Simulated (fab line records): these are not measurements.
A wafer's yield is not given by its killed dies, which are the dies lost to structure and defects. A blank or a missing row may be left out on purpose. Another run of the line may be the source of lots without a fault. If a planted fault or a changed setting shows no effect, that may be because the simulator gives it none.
Matching of chambers | flow nandHarc | NHARC_P_GATE_STRIP_108 on rieDiel-10: 4 sister chambers
The step strips in O2. 14 wafers are shown with their chamber, then 7 later ones without.

WAFERS PAIRED WITH THEIR CHAMBERS
wafer  | chamber | showerheadPlenumPTorr (Torr) | drypumpMotorCurrentA (A) | throttleValvePct (%)
L259.2 | 0       | 3.74                         | 5.30                     | 17.032
L259.4 | 3       | 3.76                         | 5.90                     | 17.053
L259.6 | 2       | 3.66                         | 6.04                     | 17.024
L260.1 | 0       | 3.74                         | 5.33                     | 17.043
L260.2 | 2       | 3.66                         | 6.08                     | 17.026
L260.6 | 0       | 3.74                         | 5.31                     | 17.036
L265.2 | 3       | 3.76                         | 5.89                     | 17.029
L265.3 | 1       | 3.54                         | 5.65                     | 17.024
L265.4 | 0       | 3.74                         | 5.33                     | 17.027
L268.3 | 2       | 3.65                         | 6.04                     | 17.043
L268.5 | 1       | 3.53                         | 5.61                     | 17.025
L268.6 | 2       | 3.65                         | 6.02                     | 17.039
L279.1 | 0       | 3.73                         | 5.31                     | 17.037
L279.2 | 2       | 3.65                         | 6.04                     | 17.040

SIGNATURES (means of the wafers above)
reading               | chamber 0 | chamber 1 | chamber 2 | chamber 3 | scatter within a chamber
showerheadPlenumPTorr | 3.7380    | 3.5350    | 3.6540    | 3.7600    | 0.005
drypumpMotorCurrentA  | 5.3160    | 5.6300    | 6.0440    | 5.8950    | 0.0187
throttleValvePct      | 17.03500  | 17.02450  | 17.03440  | 17.04100  | 0.00858
Rule: distance of a wafer from a chamber = root of the sum over the readings of ((wafer's reading minus chamber's mean) / reading's scatter) squared. The wafer belongs to the nearest chamber; if the next one is less than 2 further off, it can't be placed. The scatter: take each reading less its chamber's mean, square it, sum over the shown wafers, divide by the number of wafers less the number of chambers, and take the root.

WAFERS WITHOUT THEIR CHAMBER
wafer  | showerheadPlenumPTorr (Torr) | drypumpMotorCurrentA (A) | throttleValvePct (%)
L279.3 | 3.53                         | 5.65                     | 17.036
L280.2 | 3.65                         | 6.07                     | 17.016
L280.5 | 3.65                         | 6.04                     | 17.025
L280.6 | 3.53                         | 5.64                     | 17.033
L281.1 | 3.65                         | 6.04                     | 17.022
L281.3 | 3.75                         | 5.91                     | 17.048
L281.5 | 3.73                         | 5.35                     | 17.025

THE CHAMBER EACH PASSED THROUGH
wafer  | from the rows above | in truth
L279.3 | 1                   | 1
L280.2 | 2                   | 2
L280.5 | 2                   | 2
L280.6 | 1                   | 1
L281.1 | 2                   | 2
L281.3 | 3                   | 3
L281.5 | 0                   | 0
Placed correctly: 7 of 7. Left unplaced by these rows: 0. Placed wrongly: 0.
